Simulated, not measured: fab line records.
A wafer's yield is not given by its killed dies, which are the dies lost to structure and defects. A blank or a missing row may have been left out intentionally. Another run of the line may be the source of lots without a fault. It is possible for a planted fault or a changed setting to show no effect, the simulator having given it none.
Comparing a struck lot with a sound one + flow nand harc + 17 steps out of a route of 1302
Sound: wafers L245.1, L245.3, L245.6. Wafers struck: L251.1, L251.3, L251.6. The cause is given at the end.
For every step that has rows: the tool of each side, followed by ch and its chambers, followed by its first start. Under that, the readings that differ: sound wafers + struck wafers + difference of the means + sigmas: that difference in standard deviations of wafers without a fault.
alike: a reading whose means differ by less than 2 such deviations, as well as words and numbers matching on both sides. not compared: withheld readings; readings where some wafer has no value; bounds like >300 that might hide an equal value; numbers whose values overlap and for which the record gives no deviation.
The two part at a step that has a row with sigmas, a row that says differs or no value, or rows on one side only. Non-overlapping numbers with no deviation appear without sigmas and do not part them. Lack of a reading on every wafer of one side parts them only where that side has two or more wafers.

first, 2 steps without rows for these wafers: NHARC_A_M0_DESCUM_14 (chemistry O2, time 3 s); NHARC_A_M0_ETCH_34 (etches the open film in N2/H2, target depth 40 nm, overetch 12 nm, time 43.94 s).
NHARC_A_M0_ETCH_15: etches the open film in C4F8/Ar, target depth 150 nm, overetch 15 nm, time 82.5 s.
  sound on rie diel-11 ch 0,2,3; struck on rie diel-10 ch 0,1,2
| reading               | sound             | struck            | difference | sigmas |
|-----------------------|-------------------|-------------------|------------|--------|
| oes product au (a.u.) | 0.915 0.919 0.930 | 0.972 1.007 0.982 | +0.066     | +3     |
  alike: rf vpp V
  not compared: rf hours counter h
NHARC_A_M0_CD_MEAS_16:
  sound on cd sem-01, day 23 10:38; struck on cd sem-01, day 26 08:29
  alike: cd nm
then, 3 steps without rows for these wafers: NHARC_A_M0_STRIP_18 (strips in N2/H2); NHARC_A_M0_STRIP_19 (strips in post etch residue remover, time 600 s); NHARC_A_M0_DEGAS_28 (time 60 s).
NHARC_A_M0_PRE_CLEAN_29: time 30 s.
  sound on pvd sputter-01; struck on pvd sputter-02
  alike: heater power w
NHARC_A_M0_PVD_20: deposits TaN, target thk 5 nm, time 8.06 s.
  sound on pvd sputter-01; struck on pvd sputter-02
  alike: cathode dc power W, throttle valve pct
NHARC_A_M0_PVD_21: deposits Cu, target thk 30 nm, time 20.49 s.
  sound on pvd sputter-01; struck on pvd sputter-02
  alike: cathode dc power W, throttle valve pct
then, 2 steps without rows for these wafers: NHARC_A_M0_ECD_22 (material Cu, target thk 400 nm); NHARC_A_M0_ANNEAL_30 (time 90 s).
NHARC_A_M0_CMP_23: polishes, t overpolish 20 s, target thk 113.75 nm.
  sound on cmp-02 ch 0,2,3, day 23 12:23; struck on cmp-04 ch 1,2,3, day 26 10:13
| reading                | sound          | struck         | difference | sigmas |
|------------------------|----------------|----------------|------------|--------|
| time to endpoint s (s) | 26.4 30.2 30.4 | 37.3 37.3 37.4 | +8.3       | +3     |
  alike: edge zone pressure frac, motor current A, slurry filter dp kPa
next, for these wafers, 1 step has no rows: NHARC_A_M0_SRD_25.
NHARC_A_M0_INSPECT_27:
  sound on defect inspect-01, day 23 12:49; struck on defect inspect-02, day 26 10:39
| reading          | sound       | struck         | difference | sigmas |
|------------------|-------------|----------------|------------|--------|
| raw defect count | 685 587 698 | 3099 3189 3127 | +2482      | +19    |
NHARC_A_M0_PRE_CLEAN_31: time 12 s.
  sound on pecvd-04 ch 1,2, day 23 12:53; struck on pecvd-04 ch 0,1,2, day 26 10:44
  alike: heater power w
NHARC_END_SORT_01:
  sound on prober-01 ch 0, day 25 00:47; struck on prober-02 ch 0, day 28 01:36
| reading                  | sound          | struck         | difference | sigmas      |
|--------------------------|----------------|----------------|------------|-------------|
| defect limited yield (%) | 93.4 93.9 93.4 | 0 0 0          | -94        | -33         |
| killed at array          | 44 39 43       | 665 670 667    | +625       | +35         |
| killed at other          | 0 1 0          | 6 2 3          | +3         | +3          |
| killed dies              | 45 41 45       | 677 677 677    | +633       | +33         |
| sort_bin_3_pct (%)       | 0.6 0 0.6      | 87.6 88.6 90.0 | +88.3      | +99 or more |
| sort_bin_4_pct (%)       | 3.5 3.1 3.8    | 8.0 7.1 5.9    | +3.5       | +2          |
| sort n pass              | 632 636 632    | 0 0 0          | -633       | -33         |
| sort rim yield pct (%)   | 88 92 94       | 0 0 0          | -91        | -19         |
| sort yield pct (%)       | 93.4 93.9 93.4 | 0 0 0          | -94        | -33         |
  alike: killed at periphery, killed open, killed short, sort_bin_2_pct

WHERE THEY PART
Earliest at NHARC_A_M0_ETCH_15; latest, in this record, at NHARC_END_SORT_01.

WHY: what had been put in by the simulator
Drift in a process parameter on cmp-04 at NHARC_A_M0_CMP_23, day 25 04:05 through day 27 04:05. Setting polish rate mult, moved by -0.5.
